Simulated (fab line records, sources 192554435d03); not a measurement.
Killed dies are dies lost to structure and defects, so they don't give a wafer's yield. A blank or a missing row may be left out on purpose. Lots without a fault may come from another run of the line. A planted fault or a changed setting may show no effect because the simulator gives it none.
Chamber matching | flow n5_finfet | N5_BEOL_M9_CURE_72 on uv_cure-03: 3 sister chambers
The step cures SiCOH lowk, time 120 s. 6 wafers are shown with their chamber, then 7 later ones without.

WAFERS WITH THEIR CHAMBER
wafer  | chamber | wafer_temp_C_max | lamp_power_pct (%)
L075.4 | 2       | 370.6            | 52.28
L075.6 | 2       | 371.4            | 52.23
L077.3 | 1       | 371.5            | 52.33
L077.5 | 1       | 371.9            | 52.36
L091.2 | 0       | 372.1            | 52.23
L091.4 | 0       | 371.4            | 52.36

WAFERS WITHOUT THEIR CHAMBER
wafer  | wafer_temp_C_max | lamp_power_pct (%)
L091.6 | 371.8            | 52.30
L090.1 | 371.3            | 52.30
L090.5 | 371.7            | 52.32
L090.6 | 372.4            | 52.28
L092.2 | 371.1            | 52.41
L092.5 | 370.8            | 52.35
L092.6 | 371.2            | 52.34

WHICH CHAMBER EACH WENT THROUGH
wafer  | from the rows above          | in truth
L091.6 | can't be placed: 0 or 1 or 2 | 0
L090.1 | can't be placed: 0 or 2 or 1 | 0
L090.5 | can't be placed: 1 or 0 or 2 | 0
L090.6 | can't be placed: 0 or 1 or 2 | 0
L092.2 | can't be placed: 1 or 0 or 2 | 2
L092.5 | can't be placed: 2 or 1 or 0 | 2
L092.6 | can't be placed: 1 or 0 or 2 | 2
Placed correctly: 0 of 7. Can't be placed from these rows: 7 (the true chamber is among the candidates in 7). Placed wrongly: 0.
How it was worked out, from the rows above alone: a wafer's distance from a chamber is the root of the sum, over the readings, of the square of ((its reading less the chamber's mean) divided by the reading's scatter). The wafer belongs to the nearest chamber; if the next one is less than 2 further off, it can't be placed. A chamber's mean is the mean of its shown wafers. The scatter: the root of (the sum of the squares of (reading less its chamber's mean) over the shown wafers, divided by (wafers less chambers)).
